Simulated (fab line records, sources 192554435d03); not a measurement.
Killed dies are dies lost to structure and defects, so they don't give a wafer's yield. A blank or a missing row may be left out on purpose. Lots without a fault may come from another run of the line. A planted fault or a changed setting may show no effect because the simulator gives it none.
One fault seen from 2 desks | flow n5_finfet | each desk has only its own numbers; what lay behind them comes last

THE TOOL OWNER'S DESK: litho_track-01
The tool's own readings at N5_HKMG_FIN_COAT_06 (resist thk 90 nm): means of the sampled wafers that have a number, for each lot that ran on this tool. A lot is out of limits, marked OUT, if its mean lies more than 4 standard deviations from the usual mean; the brackets give that distance.
Columns: A = spin_speed_rpm at N5_HKMG_FIN_COAT_06, usual 1500.1 rpm
lot  | first seen here | A
L820 | day 4 03:16     | 1501.1
L825 | day 5 08:51     | 1500.9
L827 | day 5 21:37     | 1501.2
L834 | day 7 14:28     | 1384.2 (-99 or more) OUT
L835 | day 7 22:47     | 1383.9 (-99 or more) OUT
This desk's finding: out of limits on L834, L835; first on L834, day 7 14:28 (spin_speed_rpm at N5_HKMG_FIN_COAT_06). In limits: L820, L825, L827.

THE METROLOGY DESK
What the gauges read, lot by lot, whatever tool the lot ran on: means of the sampled wafers that have a number. A lot is out of limits, marked OUT, if its mean lies more than 4 standard deviations from the usual mean; the brackets give that distance. Of its 10 readings 7 are shown: those that lie furthest out on some lot.
Columns: A = DIBL_P at N5_BEOL_M4_RC_MEAS_101, usual 36.5 mV/V; B = IOFF_N at N5_BEOL_M4_RC_MEAS_101, usual 0.16 nA/um; C = ION_N at N5_BEOL_M4_RC_MEAS_101, usual 675 uA/um; D = ION_P at N5_BEOL_M4_RC_MEAS_101, usual 465 uA/um; E = SS_P at N5_BEOL_M4_RC_MEAS_101, usual 73.3 mV/dec; F = VT_N at N5_BEOL_M4_RC_MEAS_101, usual 250 mV; G = VT_P at N5_BEOL_M4_RC_MEAS_101, usual -249.1 mV
lot  | first seen here | A    | B    | C   | D   | E    | F   | G
L821 | day 7 21:03     | 36.4 | 0.16 | 676 | 471 | 73.0 | 249 | -244.4
L820 | day 8 02:34     | 38.0 | 0.18 | 681 | 471 | 73.2 | 249 | -246.9
L823 | day 8 20:51     | 37.4 | 0.16 | 681 | 473 | 73.4 | 250 | -247.5
L825 | day 9 03:23     | 36.0 | 0.16 | 676 | 463 | 73.4 | 249 | -252.1
L827 | day 9 10:03     | 33.8 | 0.15 | 673 | 462 | 72.5 | 251 | -251.5
L834 | day 13 09:56    | 35.1 | 0.16 | 666 | 460 | 73.2 | 250 | -249.8
L835 | day 13 19:34    | 36.4 | 0.17 | 668 | 465 | 73.5 | 250 | -247.7
L840 | day 13 20:59    | 35.9 | 0.17 | 683 | 470 | 73.4 | 247 | -246.5
L842 | day 14 00:14    | 39.4 | 0.19 | 692 | 475 | 74.2 | 247 | -248.1
L843 | day 14 20:30    | 37.5 | 0.16 | 683 | 474 | 73.6 | 250 | -247.4
This desk's finding: nothing out of limits on any of the 10 lots.

PUT TOGETHER
The tool owner's desk could have raised an alarm at day 7 14:28, on L834, L835.
The metrology desk saw nothing out of limits.
The metrology desk has L834, L835 on record, within its limits.
Of the lots named, all ran N5_HKMG_FIN_COAT_06 on litho_track-01.

WHAT THE SIMULATOR HAD PUT IN
Process parameter drift: litho_track-01, from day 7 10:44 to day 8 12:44, at N5_HKMG_FIN_COAT_06. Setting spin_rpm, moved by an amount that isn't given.
Lots struck among those shown: L834, L835.
Hours from the fault's start to each desk's first reading out of limits: the tool owner's desk, 4.
